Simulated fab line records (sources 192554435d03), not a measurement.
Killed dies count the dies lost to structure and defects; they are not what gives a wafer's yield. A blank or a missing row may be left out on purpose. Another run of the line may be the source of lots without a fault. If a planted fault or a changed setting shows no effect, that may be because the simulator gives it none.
Problem report, 8D (eight disciplines) form, completed by code    flow n5 finfet    the parts of the form that need people (team, actions taken, sign-off) are left out

1. WHAT WENT WRONG
Wafers free of any fault read 836 nm (standard deviation 10) for M15_THK at N5_BEOL_M15_THK_MEAS_50, against a mean of 514 nm on 2 wafers of 2 lots. That puts it -32 standard deviations away from the usual mean.
The step: measures by xrf.
Seen first at day 14 09:31 on film metro-02, wafer L246.5. The record has a number at this step for 11 wafers belonging to 4 lots. Rule for "out" (also "out of limits"): further than 4 standard deviations from the usual mean. Any other wafer with a number is counted as sound.

2. WHAT IT IS; WHAT IT IS NOT
question                     is                 is not
which readings at this step  M15_THK            -
which lots                   L246, L250         L242, L258
which wafers of those lots   L246.5, L250.5     L246.4, L250.2, L250.6
read on which gauges         film metro-02      film metro-01
when                         from day 14 09:31  up to then (4 sound wafers); but 5 sound wafers of L250, L258 came after

3. SUSPECTS, AND WHAT RULES EACH OUT
Counting: any tool at a process step up to the reading remains a suspect provided it ran every lot that is out. Sound lots after the first of them don't rule it out here, since some wafers of a struck lot are sound.
- the gauge at N5_BEOL_M15_THK_MEAS_50 has been ruled out. All the wafers that are out were read on film metro-02, but those of them that N5_BEOL_M15_RS_MEAS_54 has rows for are out there too, on other tools.
- rie diel-04 at N5_BEOL_M15_TRENCH_ETCH_34 (etches SiO2 in C4F8/O2/Ar, target depth 872.93 nm, time 199 s): kept. Every lot that is out went through it, the first being L246 (day 14 05:19); the last sound lot it ran before that was L242 (day 12 18:32).
- cmp-04 at N5_BEOL_M15_CMP_49 (polishes, stops on SiO2, t overpolish 4.9 s, target thk 850 nm): kept. It ran every lot that is out, first L246 (day 14 09:13).
- Within rie diel-04 at N5_BEOL_M15_TRENCH_ETCH_34: the wafers that are out ran in chambers 1, 3; their sound lot-mates ran in chambers 0, 2.
Left after counting: rie diel-04 at N5_BEOL_M15_TRENCH_ETCH_34, cmp-04 at N5_BEOL_M15_CMP_49.

4. THE CAUSE (what the simulator had put in)
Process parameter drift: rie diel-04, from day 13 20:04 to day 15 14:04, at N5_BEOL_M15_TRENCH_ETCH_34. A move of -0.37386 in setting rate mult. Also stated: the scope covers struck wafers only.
This tool is one of the 2 suspects left after counting.

5. THE EFFECT CHAIN, in route order
Rows list readings where the struck wafers' mean (over those with a number) sits beyond 3 standard deviations from the usual. Only readings whose record carries a usual standard deviation are examined. hours: median over the lots of the time between each lot's start at the first step of this table that gives one and its start at this step. sigmas: the change, counted in usual standard deviations.
hours  step                     reading           usual           on struck wafers  change    sigmas
0      N5_BEOL_M15_THK_MEAS_50  M15_THK           836 nm          514               -322      -32
0      N5_BEOL_M15_RS_MEAS_54   M15_RS            0.02161 ohm/sq  0.03538           +0.01377  +55
16     N5_PASSIVATION_PROBE_49  sort_bin_8_speed  0.00 %          0.72              +0.72     +99 or more
Its process steps:
- N5_PASSIVATION_PROBE_49
Readings that are blank on the struck wafers while sound wafers have them: pad life wafers at N5_BEOL_M15_CMP_49.

6. WHAT WOULD HAVE CAUGHT IT SOONER
13 hours passed between the start of the fault at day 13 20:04 and the first reading out of limits at a measuring or inspecting step in this record, taken at day 14 09:31.
Of the tool readings at N5_BEOL_M15_TRENCH_ETCH_34 for which the record gives a usual standard deviation, none was out on any struck wafer, so an alarm limit of 4 standard deviations on them would not have fired.
L250, from the lots that are out (2), started N5_BEOL_M15_TRENCH_ETCH_34 on rie diel-04 later than day 14 09:31. Holding the tool at that time would have saved it.
